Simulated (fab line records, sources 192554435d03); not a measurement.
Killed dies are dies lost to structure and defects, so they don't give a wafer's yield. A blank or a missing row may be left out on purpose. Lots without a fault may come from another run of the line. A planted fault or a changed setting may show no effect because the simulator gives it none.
Problem report in the 8D (eight disciplines) form, filled by code | flow n5_finfet | the parts of the form that need people (team, actions taken, sign-off) are left out

1. THE PROBLEM
etch_rf_on_time_s at N5_BEOL_M4_ETCH_74 reads a mean of 8.52 s on 3 wafers of 3 lots; wafers without a fault read 5.19 s with a standard deviation of 0.06. That is +56 standard deviations from the usual mean.
The step: etches underlayer in N2/H2, target depth 6.5 nm, time 5.2 s.
First seen on wafer L118.2, day 11 18:49, on rie_diel-04. The record holds 30 wafers of 10 lots with a number at this step. Rule for "out", or "out of limits": more than 4 standard deviations from the usual mean. The other wafers with a number count as sound.

2. WHAT IT IS AND WHAT IT IS NOT
question                    | is                     | is not
which readings at this step | etch_rf_on_time_s      | chamber_pressure_mTorr, drypump_motor_current_A, n2_flow_sccm, oes_product_au, rf_fwd_power_W, rf_vpp_V, showerhead_plenum_p_Torr, throttle_valve_pct
which lots                  | L117, L118, L121       | L108, L109, L114, L122, L123, L127, L131
which wafers of those lots  | L117.5, L118.2, L121.1 | L117.3, L117.4, L118.4, L118.5, L121.4, L121.6
read on which tools         | rie_diel-04            | rie_diel-01, rie_diel-05
when                        | from day 11 18:49      | up to then (11 sound wafers); but 16 sound wafers of L117, L121, L122, L123, L127, L131 came after

3. SUSPECTS, AND WHAT RULES EACH OUT
Counting: a tool at a process step up to the reading stays a suspect if it ran every lot that is out. Sound lots after the first of them don't rule it out here, since some wafers of a struck lot are sound.
- rie_diel-04 at N5_BEOL_M4_ETCH_74 (etches underlayer in N2/H2, target depth 6.5 nm, time 5.2 s): kept. It ran every lot that is out, first L118 (day 11 18:49); its last sound lot up to then is L114 (day 9 10:35). Its own readings are out on those wafers: etch_rf_on_time_s.
- Within rie_diel-04 at N5_BEOL_M4_ETCH_74: the wafers that are out ran in chamber 0; their sound lot-mates ran in chambers 2, 3.
Left after counting: rie_diel-04 at N5_BEOL_M4_ETCH_74.

4. THE CAUSE (what the simulator had put in)
Process parameter drift: rie_diel-04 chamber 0, from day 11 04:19 on, at N5_BEOL_M4_ETCH_74. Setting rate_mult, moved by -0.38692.
Counting left only this tool.

5. THE CHAIN OF EFFECTS, in route order
Each row: a reading whose mean over the struck wafers that have a number lies more than 3 standard deviations from the usual. Only readings for which the record gives a usual standard deviation are gone through. hours: the time from each lot's start at the first step in this table that gives one to its start at this step, as a median over the lots. sigmas: the change in usual standard deviations.
hours | step               | reading           | usual  | on struck wafers | change | sigmas
0     | N5_BEOL_M4_ETCH_74 | etch_rf_on_time_s | 5.19 s | 8.52             | +3.33  | +56
The process steps in it:
- N5_BEOL_M4_ETCH_74: etches underlayer in N2/H2, target depth 6.5 nm, time 5.2 s.
Later measuring or inspecting steps at which every struck wafer that the step has a row for has a number for every such reading, and none has moved that far: N5_BEOL_M4_RC_MEAS_101.

6. WHAT WOULD HAVE CAUGHT IT SOONER
In this record the first reading out of limits was taken at day 11 18:49, 14 hours after the fault began at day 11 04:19.
